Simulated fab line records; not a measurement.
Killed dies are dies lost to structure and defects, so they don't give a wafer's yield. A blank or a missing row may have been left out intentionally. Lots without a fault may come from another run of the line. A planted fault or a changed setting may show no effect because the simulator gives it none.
fab line records + flow n5_finfet
record
- lots=7
- wafers=39
route steps=1938 shown HKMG_FIN@435 MOL_CONTACT_COAG@538
start_h: hours from the record's first day to the start of the lot's first wafer shown + wait_h: hours elapsed since this lot's preceding step + " repeats the value in the row above + L1.1+2: several wafers, shown together as one row + - either no value or no given start + * or withheld: withheld + < > ~ a bound
route shown NAME@n: names a module that has steps shown in the file, with the first one's number in the route + usual: mean/standard deviation of fault-free wafers + same: alike in all rows + chamber/n: place in a boat + sites: per-site readings + _std_site: standard deviation across them + _edge_site: mean of outer sites minus mean of inner sites + radius_mm: for every site, how far away it sits from the centre of the wafer + mask NAME#n: copy n + behind: tool/chamber where the wafer was last shaped + hold: why the lot was held/for how many hours/how that ended + device: the n, p or np transistor that did not switch + end of line: tests run on the same wafers once the route is complete + step lacking rows: just its recipe + killed: count of dies lost to structure and defects at first sort (not the wafer's yield) + map: shows each die of a wafer: x if killed, . if not, _ if none is there
set.NAME: the run value of the setting; set.NAME@STEP: its run value at that earlier step + model.NAME: the simulator's own value behind a step, which no gauge read
lots run with intentionally changed settings; tables by step, rows by wafer
## steps
# step N5_HKMG_FIN_ETCH_32
# recipe
- chemistry=N2/H2
- target=SOC
- target_depth_a=2400
- temp_c=40
- time_s=300
- ion_energy_ev=200
- mask_material=SiARC
- pressure_mtorr=30
- source_w=840
- bias_w=150
- n2_flow_sccm=200
- h2_flow_sccm=200
| lot.wafer | tool        | chamber | start_h | wait_h | set.target_depth_a | model.etch.depth_nm | model.HKMG_FIN.feature_depth_nm | model.SiARC_of_HKMG_FIN_COAT_30.thk_nm |
|-----------|-------------|---------|---------|--------|--------------------|---------------------|---------------------------------|----------------------------------------|
| L075.1    | rie_diel-03 | 2       | 84.44   | 0.0    | 2400               | 248.6               | 248.6                           | 20.2                                   |
| L075.2    | "           | 3       | "       | "      | 2400               | 239.8               | 239.8                           | 21.2                                   |
| L075.3    | "           | 0       | "       | "      | 2144               | 209.3               | 209.4                           | 23                                     |
| L075.4    | "           | 0       | "       | "      | 2144               | 209.2               | 209.2                           | 23                                     |
| L075.5    | "           | 3       | "       | "      | 2144               | 215.6               | 215.6                           | 22.4                                   |
| L075.6    | "           | 2       | "       | "      | 2400               | 250.9               | 250.8                           | 20.2                                   |
| L076.1    | rie_diel-05 | 0       | 89.06   | 0.0    | 2285               | 223.5               | 223.4                           | 22                                     |
| L076.2    | "           | 1       | "       | "      | 2400               | 243.9               | 243.8                           | 21.2                                   |
| L076.3    | "           | 2       | "       | "      | 2285               | 220.4               | 220.4                           | 22.4                                   |
| L076.4    | "           | 3       | "       | "      | 2400               | 243.2               | 243.2                           | 21                                     |
| L076.5    | "           | 3       | "       | "      | 2285               | 232                 | 232                             | 21.8                                   |
| L076.6    | "           | 0       | "       | "      | 2400               | 236.1               | 236                             | 21.4                                   |
| L078.1    | rie_diel-05 | 3       | 101.39  | 0.0    | 2290               | 234.1               | 234.2                           | 21.8                                   |
| L078.2    | "           | 2       | "       | "      | 2400               | 231.9               | 232                             | 21.8                                   |
| L078.3    | "           | 0       | "       | "      | 2290               | 225.5               | 225.4                           | 22                                     |
| L078.4    | "           | 1       | "       | "      | 2290               | 233.2               | 233.2                           | 21.8                                   |
| L078.5    | "           | 2       | "       | "      | 2400               | 231.3               | 231.2                           | 21.8                                   |
| L078.6    | "           | 1       | "       | "      | 2400               | 243.2               | 243.2                           | 21.2                                   |
| L081.1    | rie_diel-01 | 2       | 117.61  | 0.0    | 2400               | 238.5               | 238.4                           | 21.2                                   |
| L081.2    | "           | 3       | "       | "      | 2631               | 269.5               | 269.6                           | 19                                     |
| L081.3    | "           | 1       | "       | "      | 2400               | 259.1               | 259                             | 20                                     |
| L081.4    | "           | 0       | "       | "      | 2400               | 250                 | 250                             | 20.2                                   |
| L081.5    | "           | 0       | "       | "      | 2631               | 273.4               | 273.4                           | 19                                     |
| L081.6    | "           | 1       | "       | "      | 2631               | 284.3               | 284.4                           | 18.8                                   |
| L082.1    | rie_diel-05 | 1       | 123.78  | 0.0    | 2400               | 243                 | 243                             | 21.2                                   |
| L082.2    | "           | 2       | "       | "      | 2109               | 202.9               | 202.8                           | 23.2                                   |
| L082.3    | "           | 3       | "       | "      | 2109               | 213.5               | 213.4                           | 22.8                                   |
| L082.4    | "           | 2       | "       | "      | 2109               | 202.4               | 202.4                           | 23.4                                   |
| L082.5    | "           | 1       | "       | "      | 2400               | 242.4               | 242.4                           | 21.2                                   |
| L082.6    | "           | 3       | "       | "      | 2400               | 242                 | 242                             | 21.2                                   |
| L085.2    | rie_diel-05 | 2       | 144.37  | 0.0    | 2400               | 230.9               | 230.8                           | 21.6                                   |
| L085.5    | "           | 3       | "       | "      | 2400               | 241.1               | 241.2                           | 21.2                                   |
| L085.6    | "           | 2       | "       | "      | 2400               | 231.4               | 231.4                           | 21.8                                   |
| L086.1    | rie_diel-01 | 3       | 153.40  | 0.0    | 2400               | 241.5               | 241.4                           | 21                                     |
| L086.2    | "           | 0       | "       | "      | 2400               | 245.4               | 245.4                           | 20.8                                   |
| L086.3    | "           | 2       | "       | "      | 2400               | 238.7               | 238.6                           | 21.4                                   |
| L086.4    | "           | 1       | "       | "      | 2400               | 252.8               | 252.8                           | 20.6                                   |
| L086.5    | "           | 0       | "       | "      | 2400               | 243.9               | 243.8                           | 21                                     |
| L086.6    | "           | 3       | "       | "      | 2400               | 241.7               | 241.8                           | 21                                     |
# step N5_MOL_CONTACT_COAG_ETCH_110
# recipe
- chemistry=CF4/O2
- target=Si
- target_depth_a=25
- time_s=8
- pressure_mtorr=100
- source_w=200
- bias_w=12
- ion_energy_ev=60
- Ar_flow_sccm=100
- cf4_flow_sccm=100
- O2_flow_sccm=10
# usual
- rf_vpp_V=129.1/2.2
| lot.wafer | tool        | chamber | start_h | wait_h | set.bias_w | rf_vpp_V |
|-----------|-------------|---------|---------|--------|------------|----------|
| L075.1    | rie_diel-01 | 3       | 99.97   | 0.0    | 12         | 132.1    |
| L075.2    | "           | 0       | "       | "      | 12         | 131.0    |
| L075.3    | "           | 2       | "       | "      | 12         | 129.1    |
| L075.4    | "           | 3       | "       | "      | 12         | 131.0    |
| L075.5    | "           | 0       | "       | "      | 12         | 127.1    |
| L075.6    | "           | 2       | "       | "      | 12         | 127.9    |
| L076.1    | rie_diel-03 | 1       | 102.18  | 0.0    | 13.77      | 147.6    |
| L076.2    | "           | 3       | "       | "      | 13.77      | 146.6    |
| L076.3    | "           | 0       | "       | "      | 12         | 126.2    |
| L076.4    | "           | 2       | "       | "      | 12         | 130.7    |
| L076.5    | "           | 0       | "       | "      | 12         | 125.6    |
| L076.6    | "           | 3       | "       | "      | 13.77      | 145.4    |
| L078.1    | rie_diel-03 | 3       | 113.72  | 0.0    | 12         | 130.5    |
| L078.2    | "           | 0       | "       | "      | 12         | 126.8    |
| L078.3    | "           | 2       | "       | "      | 12         | 131.5    |
| L078.4    | "           | 1       | "       | "      | 12         | 131.5    |
| L078.5    | "           | 2       | "       | "      | 12         | 132.1    |
| L078.6    | "           | 1       | "       | "      | 12         | 131.2    |
| L081.1    | rie_diel-05 | 3       | 130.29  | 0.0    | 12         | 123.6    |
| L081.2    | "           | 2       | "       | "      | 11.09      | 120.6    |
| L081.3    | "           | 1       | "       | "      | 11.09      | 119.2    |
| L081.4    | "           | 1       | "       | "      | 12         | 126.7    |
| L081.5    | "           | 2       | "       | "      | 11.09      | 120.9    |
| L081.6    | "           | 3       | "       | "      | 12         | 122.3    |
| L082.1    | rie_diel-01 | 1       | 136.94  | 0.0    | 12         | 128.0    |
| L082.2    | "           | 3       | "       | "      | 12         | 131.1    |
| L082.3    | "           | 0       | "       | "      | 13.2       | 139.2    |
| L082.4    | "           | 2       | "       | "      | 13.2       | 138.5    |
| L082.5    | "           | 0       | "       | "      | 12         | 128.8    |
| L082.6    | "           | 3       | "       | "      | 13.2       | 140.5    |
| L085.2    | rie_diel-03 | 2       | 157.26  | 0.0    | 12         | 132.1    |
| L085.5    | "           | 3       | "       | "      | 12         | 129.0    |
| L085.6    | "           | 2       | "       | "      | 12         | 130.5    |
| L086.1    | rie_diel-01 | 0       | 166.20  | 0.0    | 12         | 128.9    |
| L086.2    | "           | 3       | "       | "      | 12         | 131.2    |
| L086.3    | "           | 1       | "       | "      | 12         | 126.3    |
| L086.4    | "           | 2       | "       | "      | 12         | 129.6    |
| L086.5    | "           | 1       | "       | "      | 12         | 127.0    |
| L086.6    | "           | 2       | "       | "      | 12         | 128.1    |
# step N5_MOL_CONTACT_COAG_EXPOSE_81
# recipe
- mask_id=VG
- na=0.33
- source_shape=annular
- sigma_inner=0.3
- sigma_outer=0.7
- polarization=unpolarized
- defocus_nm=0
- dose_mj=59.5
| lot.wafer  | tool           | chamber | start_h | wait_h | mask | set.dose_mj |
|------------|----------------|---------|---------|--------|------|-------------|
| L075.1+2+4 | euv_scanner-02 | 0       | 108.45  | -      | VG#0 | 59.5        |
| L075.3+5+6 | "              | 0       | "       | "      | VG#0 | 62.81       |
| L076.1+5+6 | euv_scanner-02 | 0       | 110.97  | -      | VG#0 | 60.88       |
| L076.2+3+4 | "              | 0       | "       | "      | VG#0 | 59.5        |
| L078.1+3+5 | euv_scanner-02 | 0       | 123.24  | -      | VG#0 | 63.22       |
| L078.2+4+6 | "              | 0       | "       | "      | VG#0 | 59.5        |
| L081.1+2+5 | euv_scanner-01 | 0       | 138.12  | -      | VG#0 | 59.5        |
| L081.3+4+6 | "              | 0       | "       | "      | VG#0 | 57.38       |
| L082.1+4+5 | euv_scanner-02 | 0       | 146.68  | -      | VG#0 | 57.36       |
| L082.2+3+6 | "              | 0       | "       | "      | VG#0 | 59.5        |
| L085.2+5+6 | euv_scanner-02 | 0       | 168.02  | -      | VG#0 | 59.5        |
| L086.1+3+5 | euv_scanner-02 | 0       | 175.16  | -      | VG#0 | 59.5        |
| L086.2+4+6 | "              | 0       | "       | "      | VG#0 | 60.89       |
# step N5_MOL_CONTACT_COAG_PEB_82
# recipe
- peb_temp_c=100
- peb_time_s=60
- resist=CAR-EUV
# step N5_MOL_CONTACT_COAG_DEVELOP_83
# recipe
- develop_time_s=30
- developer=TMAH
- resist=CAR-EUV
- rinse_liquid=surfactant_rinse
- dry=air_spin
- dev_temp_c=23
# step N5_MOL_CONTACT_COAG_CD_MEAS_84
# recipe
- target_cd_nm=25.1
- landing_energy_ev=500
- detector=se_inlens
- polarity=opening
# usual
- cd_nm=25.19/0.25
| lot.wafer | tool      | chamber | start_h | wait_h | set.dose_mj@MOL_CONTACT_COAG_EXPOSE_81 | cd_nm |
|-----------|-----------|---------|---------|--------|----------------------------------------|-------|
| L075.1    | cd_sem-02 | 0       | 108.59  | -      | 59.5                                   | 25.68 |
| L075.2    | "         | 0       | "       | "      | 59.5                                   | 25.59 |
| L075.3    | "         | 0       | "       | "      | 62.81                                  | 26.17 |
| L075.4    | "         | 0       | "       | "      | 59.5                                   | 25.25 |
| L075.5    | "         | 0       | "       | "      | 62.81                                  | 26.13 |
| L075.6    | "         | 0       | "       | "      | 62.81                                  | 26.06 |
| L076.1    | cd_sem-03 | 0       | 111.11  | -      | 60.88                                  | 25.13 |
| L076.2    | "         | 0       | "       | "      | 59.5                                   | 24.58 |
| L076.3    | "         | 0       | "       | "      | 59.5                                   | 24.98 |
| L076.4    | "         | 0       | "       | "      | 59.5                                   | 24.71 |
| L076.5    | "         | 0       | "       | "      | 60.88                                  | 25.54 |
| L076.6    | "         | 0       | "       | "      | 60.88                                  | 25.59 |
| L078.1    | cd_sem-02 | 0       | 123.39  | -      | 63.22                                  | 26.46 |
| L078.2    | "         | 0       | "       | "      | 59.5                                   | 25.18 |
| L078.3    | "         | 0       | "       | "      | 63.22                                  | 26.68 |
| L078.4    | "         | 0       | "       | "      | 59.5                                   | 25.70 |
| L078.5    | "         | 0       | "       | "      | 63.22                                  | 26.36 |
| L078.6    | "         | 0       | "       | "      | 59.5                                   | 25.01 |
| L081.1    | cd_sem-01 | 0       | 138.26  | -      | 59.5                                   | 25.44 |
| L081.2    | "         | 0       | "       | "      | 59.5                                   | 25.04 |
| L081.3    | "         | 0       | "       | "      | 57.38                                  | 24.70 |
| L081.4    | "         | 0       | "       | "      | 57.38                                  | 24.42 |
| L081.5    | "         | 0       | "       | "      | 59.5                                   | 25.49 |
| L081.6    | "         | 0       | "       | "      | 57.38                                  | 24.29 |
| L082.1    | cd_sem-02 | 0       | 146.83  | -      | 57.36                                  | 24.53 |
| L082.2    | "         | 0       | "       | "      | 59.5                                   | 25.29 |
| L082.3    | "         | 0       | "       | "      | 59.5                                   | 25.17 |
| L082.4    | "         | 0       | "       | "      | 57.36                                  | 24.33 |
| L082.5    | "         | 0       | "       | "      | 57.36                                  | 24.47 |
| L082.6    | "         | 0       | "       | "      | 59.5                                   | 24.86 |
| L085.2    | cd_sem-02 | 0       | 168.15  | -      | 59.5                                   | 24.66 |
| L085.5    | "         | 0       | "       | "      | 59.5                                   | 25.07 |
| L085.6    | "         | 0       | "       | "      | 59.5                                   | 24.91 |
| L086.1    | cd_sem-01 | 0       | 175.30  | -      | 59.5                                   | 24.74 |
| L086.2    | "         | 0       | "       | "      | 60.89                                  | 25.52 |
| L086.3    | "         | 0       | "       | "      | 59.5                                   | 25.28 |
| L086.4    | "         | 0       | "       | "      | 60.89                                  | 25.87 |
| L086.5    | "         | 0       | "       | "      | 59.5                                   | 25.08 |
| L086.6    | "         | 0       | "       | "      | 60.89                                  | 25.24 |
## key
split
- step=N5_HKMG_FIN_ETCH_32
- setting=target_depth_a
- stated=2400
- by=wafer
response
- step=N5_HKMG_FIN_ETCH_32
- reading=model.etch.depth_nm
- change=+2.93
- per=1%
- r=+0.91
response
- step=N5_HKMG_FIN_ETCH_32
- reading=model.HKMG_FIN.feature_depth_nm
- change=+2.93
- per=1%
- r=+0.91
response
- step=N5_HKMG_FIN_ETCH_32
- reading=model.SiARC_of_HKMG_FIN_COAT_30.thk_nm
- change=-0.17
- per=1%
- r=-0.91
split
- step=N5_MOL_CONTACT_COAG_ETCH_110
- setting=bias_w
- stated=12
- by=wafer
response
- step=N5_MOL_CONTACT_COAG_ETCH_110
- reading=rf_vpp_V
- change=+1.1
- per=1%
- r=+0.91
split
- step=N5_MOL_CONTACT_COAG_EXPOSE_81
- setting=dose_mj
- stated=59.5
- by=wafer
response
- step=N5_MOL_CONTACT_COAG_CD_MEAS_84
- reading=cd_nm
- change=+0.179
- per=1%
- r=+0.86
